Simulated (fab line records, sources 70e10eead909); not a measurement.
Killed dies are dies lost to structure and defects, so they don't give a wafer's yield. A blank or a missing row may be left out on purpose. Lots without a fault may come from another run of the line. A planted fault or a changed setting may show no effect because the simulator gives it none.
Chamber matching | flow nand_harc | NHARC_P_GATE_DESCUM_61 on rie_diel-11: 4 sister chambers
The step chemistry O2, time 3 s. 7 wafers are shown with their chamber, then 7 later ones without.

WAFERS WITH THEIR CHAMBER
wafer  | chamber | showerhead_plenum_p_Torr (Torr) | drypump_motor_current_A (A)
L079.6 | 0       | 1.91                            | 5.3
L085.1 | 3       | 2.07                            | 5.5
L085.3 | 2       | 2.04                            | 6.4
L090.1 | 2       | 2.04                            | 6.4
L090.5 | 1       | 1.87                            | 6.2
L091.2 | 1       | 1.87                            | 6.2
L091.3 | 3       | 2.06                            | 5.6

WAFERS WITHOUT THEIR CHAMBER
wafer  | showerhead_plenum_p_Torr (Torr) | drypump_motor_current_A (A)
L091.5 | 2.07                            | 5.5
L095.1 | 2.06                            | 5.5
L095.3 | 1.87                            | 6.1
L095.6 | 1.91                            | 5.3
L096.2 | 1.91                            | 5.3
L096.3 | 1.87                            | 6.2
L096.6 | 1.91                            | 5.3

WHICH CHAMBER EACH WENT THROUGH
wafer  | from the rows above | in truth
L091.5 | 3                   | 3
L095.1 | 3                   | 3
L095.3 | 1                   | 1
L095.6 | 0                   | 0
L096.2 | 0                   | 0
L096.3 | 1                   | 1
L096.6 | 0                   | 0
Placed correctly: 7 of 7. Can't be placed from these rows: 0. Placed wrongly: 0.
How it was worked out, from the rows above alone: a wafer's distance from a chamber is the root of the sum, over the readings, of the square of ((its reading less the chamber's mean) divided by the reading's scatter). The wafer belongs to the nearest chamber; if the next one is less than 2 further off, it can't be placed. A chamber's mean is the mean of its shown wafers. The scatter: the root of (the sum of the squares of (reading less its chamber's mean) over the shown wafers, divided by (wafers less chambers)).
